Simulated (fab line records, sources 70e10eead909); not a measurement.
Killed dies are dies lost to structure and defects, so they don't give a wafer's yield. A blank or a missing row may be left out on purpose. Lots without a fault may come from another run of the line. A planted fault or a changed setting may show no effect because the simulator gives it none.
fab line records | flow nand_harc
record lots=6 wafers=18 last_day=34
route steps=1302 shown P_M0@256
lots that met no fault: from a run of the same line without faults
start_h: hours from the record's first day to the start of the lot's first wafer shown | wait_h: hours since the lot's step before | " the same as in the row above | L1.1+2: a row that stands for several wafers | - no value, or no start given | * or withheld: withheld | < > ~ a bound
route shown NAME@n: a module of which the file shows steps, and the number in the route of the first | usual: mean/standard deviation of fault-free wafers | same: alike in all rows | chamber/n: place in a boat | sites: the reading at each site | _std_site: their standard deviation | _edge_site: outer sites' mean less inner sites' | radius_mm: how far each site lies from the wafer's centre | mask NAME#n: copy n | behind: the tool/chamber that last shaped the wafer | hold: why the lot was held/for how many hours/how that ended | device: the transistor (n, p or np) that didn't switch | end of line: the same wafers' tests at the end of the route | a step without rows: its recipe alone | killed: dies lost to structure and defects at the first sort, not the wafer's yield | map: a wafer's dies, x killed, . not, _ none there
set.NAME: the setting as run; set.NAME@STEP: as run at that earlier step | model.NAME: the simulator's own value behind a step, which no gauge read
lots at some steps of the route; a table a step, a row a wafer
services: from which hour (start_h, from the record's first day; less than 0 if before it) a tool's chamber was out of use, for how many hours, and why
## steps
# step NHARC_P_M0_COAT_33
# recipe temp_c=200 time_s=65
# step NHARC_P_M0_COAT_03
# recipe spin_rpm=1500 resist_thk_nm=90
# step NHARC_P_M0_SOFTBAKE_04
# recipe temp_c=105 time_s=55
# step NHARC_P_M0_EBR_05
# step NHARC_P_M0_EXPOSE_06
# recipe na=1.35 target_cd_nm=90 dose_mj=81.28 mask_id=P_M0
# step NHARC_P_M0_PEB_07
# recipe peb_temp_c=100 peb_time_s=65
# step NHARC_P_M0_DEVELOP_08
# recipe develop_time_s=35 dev_temp_c=23
# step NHARC_P_M0_CD_MEAS_09
# recipe target_cd_nm=90 landing_energy_ev=500
# usual cd_nm=90.0/0.58
# columns lot.wafer tool chamber start_h wait_h cd_nm
L480.1 cd_sem-03 0 131.12 - 89.9
L480.4 " 0 " " 89.3
L480.6 " 0 " " 90.7
L485.3 cd_sem-02 0 179.54 - 90.2
L485.5 " 0 " " 89.8
L485.6 " 0 " " 89.8
L499.1 cd_sem-01 0 313.88 - 89.7
L499.2 " 0 " " 90.0
L499.3 " 0 " " 89.7
L501.3 cd_sem-03 0 327.24 - 90.2
L501.4 " 0 " " 90.4
L501.6 " 0 " " 90.2
L502.4 cd_sem-01 0 338.58 - 90.1
L502.5 " 0 " " 90.0
L502.6 " 0 " " 90.0
L503.1 cd_sem-01 0 355.19 - 89.4
L503.2 " 0 " " 88.8
L503.4 " 0 " " 89.5
# step NHARC_P_M0_OVL_MEAS_10
# recipe pitch_nm=180
# usual overlay_x_nm=-0.1/0.76 overlay_y_nm=0.4/0.81
# columns lot.wafer tool chamber start_h wait_h overlay_x_nm overlay_y_nm
L480.1 overlay-01 - 131.21 - -0.9 1.0
L480.4 " - " " -0.5 1.1
L480.6 " - " " -1.3 1.2
L485.3 overlay-02 - 179.63 - 1.1 0.2
L485.5 " - " " 1.0 -0.4
L485.6 " - " " 1.0 0.0
L499.1 overlay-01 - 313.97 - 0.2 -0.4
L499.2 " - " " 0.3 0.3
L499.3 " - " " -0.1 0.4
L501.3 overlay-01 - 327.33 - 0.4 1.6
L501.4 " - " " 0.5 1.6
L501.6 " - " " 0.4 1.5
L502.4 overlay-02 - 338.66 - -0.7 -0.9
L502.5 " - " " -0.7 -0.5
L502.6 " - " " -1.1 0.1
L503.1 overlay-02 - 355.28 - 0.0 0.0
L503.2 " - " " -0.3 -0.3
L503.4 " - " " -0.2 -0.1
# step NHARC_P_M0_INSPECT_11
# usual raw_defect_count=4.2/2.7
# columns lot.wafer tool chamber start_h wait_h raw_defect_count
L480.1 defect_inspect-01 - 131.24 0.0 3
L480.4 " - " " 1
L480.6 " - " " 3
L485.3 defect_inspect-01 - 179.66 0.0 6
L485.5 " - " " 5
L485.6 " - " " 7
L499.1 defect_inspect-02 - 314.01 0.0 3
L499.2 " - " " 3
L499.3 " - " " 1
L501.3 defect_inspect-01 - 327.36 0.0 3
L501.4 " - " " 1
L501.6 " - " " 2
L502.4 defect_inspect-02 - 338.70 0.0 9
L502.5 " - " " 8
L502.6 " - " " 6
L503.1 defect_inspect-01 - 355.32 0.0 3
L503.2 " - " " 1
L503.4 " - " " 2
# step NHARC_P_M0_DESCUM_14
# recipe time_s=3 o2_flow_sccm=200 ar_flow_sccm=0 bias_power_w=0 chemistry=O2
# usual drypump_motor_current_A=5.6/0.53 oes_product_au=1.001/0.01 rf_vpp_V=58.0/0.94 showerhead_plenum_p_Torr=1.94/0.097 throttle_valve_pct=11.310/0.0089
# same bias_power_w=0
# columns lot.wafer tool chamber start_h wait_h drypump_motor_current_A oes_product_au rf_hours_counter_h rf_vpp_V showerhead_plenum_p_Torr throttle_valve_pct
L480.1 rie_diel-04 1 131.30 0.1 5.3 0.997 41 58.8 2.06 11.305
L480.4 " 2 " " 5.6 1.008 39 57.9 1.97 11.312
L480.6 " 1 " " 5.2 1.008 - 57.6 2.06 11.317
L485.3 rie_diel-12 0 179.74 0.1 5.1 1.006 13 57.2 1.90 11.310
L485.6 " 2 " " 6.2 1.015 - 57.0 1.77 11.314
L485.5 " 3 " " 5.3 0.987 - 58.0 2.04 11.303
L499.2 rie_diel-04 0 314.07 0.1 5.2 0.989 43 57.3 1.96 11.309
L499.1 " 1 " " 5.3 0.996 41 58.1 2.04 11.322
L499.3 " 3 " " 6.4 0.993 39 57.1 1.87 11.326
L501.4 rie_diel-04 2 327.42 0.1 5.6 0.995 29 59.9 1.96 11.332
L501.3 " 3 " " 6.5 0.992 44 58.7 1.87 11.326
L501.6 " 3 " " 6.4 0.995 - 58.1 1.87 11.317
L502.4 rie_diel-12 2 338.77 0.1 6.2 1.015 13 56.1 1.76 11.323
L502.5 " 0 " " 5.1 1.004 - 57.9 1.89 11.311
L502.6 " 1 " " 5.0 0.996 - 58.4 2.03 11.317
L503.2 rie_diel-12 2 355.39 0.1 6.2 1.002 14 56.7 1.76 11.312
L503.4 " 3 " " 5.3 0.985 14 57.3 2.03 11.316
L503.1 " 0 " " 5.1 1.001 14 58.4 1.89 11.318
# step NHARC_P_M0_ETCH_34
# recipe target_depth_a=400 overetch_a=120 time_s=43.94 ion_energy_ev=200 n2_flow_sccm=150 h2_flow_sccm=150 ar_flow_sccm=0 rf_w=400 bias_w=150 chemistry=N2/H2
# usual drypump_motor_current_A=5.5/0.52 h2_flow_sccm=150.1/0.45 oes_product_au=1.000/0.01 rf_vpp_V=431.4/3 run_length_s=65.3/0.5 showerhead_plenum_p_Torr=2.07/0.1 throttle_valve_pct=14.172/0.0088
# columns lot.wafer tool chamber start_h wait_h drypump_motor_current_A h2_flow_sccm oes_product_au rf_hours_counter_h rf_vpp_V run_length_s showerhead_plenum_p_Torr throttle_valve_pct
L480.4 rie_diel-04 2 131.52 0.2 5.7 150.1 0.996 39 432.7 66.3 2.10 14.174
L480.1 " 1 " " 5.3 150.1 1.008 41 434.6 64.6 2.20 14.173
L480.6 " 3 " " 6.4 150.1 1.006 - 430.6 65.0 2.02 14.174
L485.3 rie_diel-12 3 179.81 0.1 5.4 149.4 1.012 12 432.6 65.1 2.18 14.167
L485.6 " 3 " " 5.4 150.3 1.005 - 434.2 65.0 2.18 14.161
L485.5 " 0 " " 5.2 150.2 1.020 - 429.8 65.8 2.02 14.176
L499.2 rie_diel-04 3 314.17 0.1 6.5 150.2 0.998 39 429.8 65.2 2.00 14.165
L499.3 " 0 " " 5.2 150.0 0.993 43 431.3 64.5 2.09 14.175
L499.1 " 1 " " 5.2 149.3 1.001 41 433.6 64.7 2.18 14.159
L501.3 rie_diel-04 0 327.51 0.1 5.2 149.9 0.987 48 432.1 64.5 2.08 14.196
L501.4 " 2 " " 5.7 149.8 1.009 29 430.5 66.1 2.09 14.174
L501.6 " 1 " " 5.3 150.4 0.992 - 432.8 64.4 2.18 14.177
L502.4 rie_diel-12 2 338.86 0.1 6.2 150.1 0.998 13 424.9 65.2 1.88 14.187
L502.5 " 3 " " 5.3 149.5 0.984 - 432.5 65.2 2.17 14.164
L502.6 " 0 " " 5.1 150.9 1.001 - 429.6 65.6 2.02 14.174
L503.1 rie_diel-12 0 355.46 0.1 5.1 150.3 0.999 14 430.3 65.8 2.01 14.157
L503.4 " 2 " " 6.2 150.7 1.000 14 428.1 65.3 1.88 14.170
L503.2 " 3 " " 5.3 150.0 0.978 14 434.1 65.3 2.17 14.180
# step NHARC_P_M0_ETCH_15
# recipe target_depth_a=1500 overetch_a=150 time_s=82.5 c4f8_flow_sccm=withheld ar_flow_sccm=400 rf_w=600 bias_w=300 chemistry=C4F8/Ar
# usual oes_product_au=0.959/0.022 rf_vpp_V=441.9/2.9 run_length_s=103.9/0.53
# columns lot.wafer tool chamber start_h wait_h oes_product_au rf_hours_counter_h rf_vpp_V run_length_s
L480.4 rie_diel-04 2 131.67 - 0.926 39 442.9 104.4
L480.1 " 0 " " 0.953 37 443.6 103.2
L480.6 " 2 " " 0.931 - 442.6 105.1
L485.3 rie_diel-12 2 179.91 - 0.969 10 438.1 104.0
L485.6 " 0 " " 0.973 - 440.7 103.9
L485.5 " 1 " " 0.963 - 444.9 104.8
L499.3 rie_diel-04 1 314.27 - 0.930 41 444.5 93.6
L499.2 " 3 " " 0.927 39 440.0 103.6
L499.1 " 0 " " 0.921 43 441.6 102.8
L501.4 rie_diel-04 2 327.61 - 0.911 29 441.8 104.2
L501.3 " 3 " " 0.916 44 440.2 103.8
L501.6 " 1 " " 0.923 - 445.3 93.7
L502.4 rie_diel-12 3 338.93 - 0.965 13 444.1 103.3
L502.5 " 3 " " 0.970 - 443.9 103.8
L502.6 " 0 " " 0.965 - 439.8 104.0
L503.4 rie_diel-12 1 355.56 - 0.972 14 442.9 104.8
L503.2 " 2 " " 0.964 14 435.6 103.5
L503.1 " 3 " " 0.964 14 442.6 103.6
# step NHARC_P_M0_CD_MEAS_16
# usual cd_nm=90.2/0.75
# columns lot.wafer tool chamber start_h wait_h cd_nm
L480.1 cd_sem-01 - 131.79 - 89.1
L480.4 " - " " 89.4
L480.6 " - " " 89.7
L485.3 cd_sem-03 - 180.04 - 91.2
L485.5 " - " " 89.2
L485.6 " - " " 91.4
L499.1 cd_sem-02 - 314.41 - 90.3
L499.2 " - " " 89.8
L499.3 " - " " 89.6
L501.3 cd_sem-03 - 327.73 - 90.5
L501.4 " - " " 89.1
L501.6 " - " " 91.1
L502.4 cd_sem-03 - 339.06 - 90.4
L502.5 " - " " 90.3
L502.6 " - " " 90.3
L503.1 cd_sem-02 - 355.68 - 90.2
L503.2 " - " " 89.0
L503.4 " - " " 89.8
## services
# columns tool chamber start_h hours kind
rie_diel-12 2 108.26 4.2 repair
rie_diel-04 0 109.45 - clean
rie_diel-04 1 109.45 - clean
rie_diel-04 2 109.45 - clean
rie_diel-04 3 109.45 - clean
rie_diel-12 0 125.04 - clean
rie_diel-12 1 125.04 - clean
rie_diel-12 2 125.04 - clean
rie_diel-12 3 125.04 - clean
rie_diel-04 0 133.95 - clean
rie_diel-04 1 133.95 - clean
rie_diel-04 2 133.95 - clean
rie_diel-04 3 133.95 - clean
rie_diel-12 0 149.54 - clean
rie_diel-12 1 149.54 - clean
rie_diel-12 2 149.54 - clean
rie_diel-12 3 149.54 - clean
rie_diel-04 - 177.92 9.0 pm
rie_diel-04 - 223.81 1.9 repair
rie_diel-12 3 251.85 7.7 repair
rie_diel-12 - 268.57 9.0 pm
rie_diel-04 2 272.47 45.4 repair
rie_diel-12 3 320.48 3.3 repair
rie_diel-04 0 322.64 2.5 repair
## key
first_sign step=NHARC_P_M0_ETCH_15 reading=run_length_s direction=down sigmas=19 usual=* struck=*
effect none on later readings
met_at NHARC_P_M0_ETCH_15
struck_wafers L499.3,L501.6
later_rows_left_out L499.3,L501.6
sort_left_out L499.3,L501.6
fault kind=process_parameter_drift tool=rie_diel-04 chamber=1 onset_h=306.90 steps=NHARC_P_M0_ETCH_15 channel=time_s offset=* shape=step end_h=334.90 acts_in=* stated=*
# sort_left_out: the simulated sort isn't trusted on such a fault, so these wafers' sort isn't shown, and their yield isn't known
# later_rows_left_out: the simulator's readings of these wafers behind a module that went badly wrong aren't trusted and aren't shown, but for the sort
